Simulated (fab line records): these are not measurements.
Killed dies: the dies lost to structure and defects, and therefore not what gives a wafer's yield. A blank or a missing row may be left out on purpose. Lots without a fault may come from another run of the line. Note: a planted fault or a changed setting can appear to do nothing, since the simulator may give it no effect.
Struck lot and sound lot, side by side -- flow nand harc -- 14 out of 1159 route steps
Sound: the wafers L989.1, L989.2, L989.3. Struck: wafers L991.1, L991.6 (left out: L991.5, a lot-mate that was not struck); the cause follows at the end.
Per side, at each step with rows, come the tool, then ch with its chambers, and then its first start. Under that, the readings that differ: sound wafers -- struck wafers -- difference of the means -- sigmas: that difference in standard deviations of wafers without a fault.
alike: readings with means less than 2 such deviations apart, plus words and numbers identical on both sides. not compared: withheld readings, readings lacking a value on some wafer, bounds such as >300 that could conceal the same value, and numbers that have no deviation in the record and whose values overlap.
Wherever a step has rows on one side only, a row that says differs or no value, or a row with sigmas, the two part there. Numbers that don't overlap but have no deviation are shown without sigmas and don't part them. Lack of a reading on every wafer of one side parts them only where that side has two or more wafers.

first, 9 steps without rows for these wafers: NHARC_A_STAIRCASE_DEHYDRATE_209 (time 120 s); NHARC_A_STAIRCASE_HMDS_210 (time 30 s); NHARC_A_STAIRCASE_COAT_211; NHARC_A_STAIRCASE_SOFTBAKE_212 (time 170 s); NHARC_A_STAIRCASE_EBR_213; NHARC_A_STAIRCASE_EXPOSE_214 (exposes mask STAIR 3); NHARC_A_STAIRCASE_PEB_215 (peb time 130 s); NHARC_A_STAIRCASE_DEVELOP_216 (time 140 s); NHARC_A_STAIRCASE_HARDBAKE_218 (time 140 s).
NHARC_A_STAIRCASE_DESCUM_219: chemistry O2, time 3 s.
  sound on rie diel-13 ch 1,2,3, day 12 04:04; struck on rie diel-11 ch 2,3, day 13 02:32
reading,sound,struck,difference,sigmas
oes product au (a.u.),0.990 0.996 0.993,1.019 1.008,+0.021,+2
  alike: chamber pressure mTorr, drypump motor current A, rf vpp V, showerhead plenum p Torr, throttle valve pct
  not compared: rf hours counter h
NHARC_A_STAIRCASE_TRIM_220: chemistry O2, time 211.2 s.
  sound on rie diel-13 ch 0,1,2, day 12 04:09; struck on rie diel-11 ch 2, day 13 02:38
  alike: chamber pressure mTorr, drypump motor current A, oes product au, rf vpp V, showerhead plenum p Torr, throttle valve pct
  not compared: rf hours counter h
NHARC_A_STAIRCASE_ETCH_221: etches the open film in C4F8/O2, target depth 100 nm, time 40.5 s.
  sound on rie diel-13 ch 0,1,2, day 12 04:18; struck on rie diel-11 ch 0,3, day 13 02:48
reading,sound,struck,difference,sigmas
oes product au (a.u.),0.941 0.928 0.936,1.089 1.101,+0.160,+12
  alike: chamber pressure mTorr, rf vpp V
  not compared: rf hours counter h
NHARC_A_STAIRCASE_TRIM_222: chemistry O2, time 211.2 s.
  sound on rie diel-13 ch 1,2,3; struck on rie diel-11 ch 1
reading,sound,struck,difference,sigmas
oes product au (a.u.),0.984 0.995 0.981,1.008 1.003,+0.019,+2
  alike: chamber pressure mTorr, drypump motor current A, rf vpp V, showerhead plenum p Torr, throttle valve pct
  not compared: rf hours counter h
-- the record jumps here: 12 days lie between the struck wafers' starts before and after (it left off in module A_STAIRCASE and takes up again in module END, whose first step shown is number 1159 of the route) --
NHARC_END_SORT_01:
  sound on prober-01 ch 0, day 21 21:18; struck on prober-02 ch 0, day 25 10:20
reading,sound,struck,difference,sigmas
hold,- - -,await dispo/3.2h/release await dispo/3.2h/release,no value on the sound wafers,
killed at array,27 25 19,279 333,+282,+26
killed dies,32 27 21,283 338,+284,+26
  alike: killed at other, killed at periphery, killed open, killed short

== WHERE THEY PART ==
At NHARC_A_STAIRCASE_DESCUM_219 first; at NHARC_END_SORT_01 last (within this record only).

WHY: whatever the simulator had introduced
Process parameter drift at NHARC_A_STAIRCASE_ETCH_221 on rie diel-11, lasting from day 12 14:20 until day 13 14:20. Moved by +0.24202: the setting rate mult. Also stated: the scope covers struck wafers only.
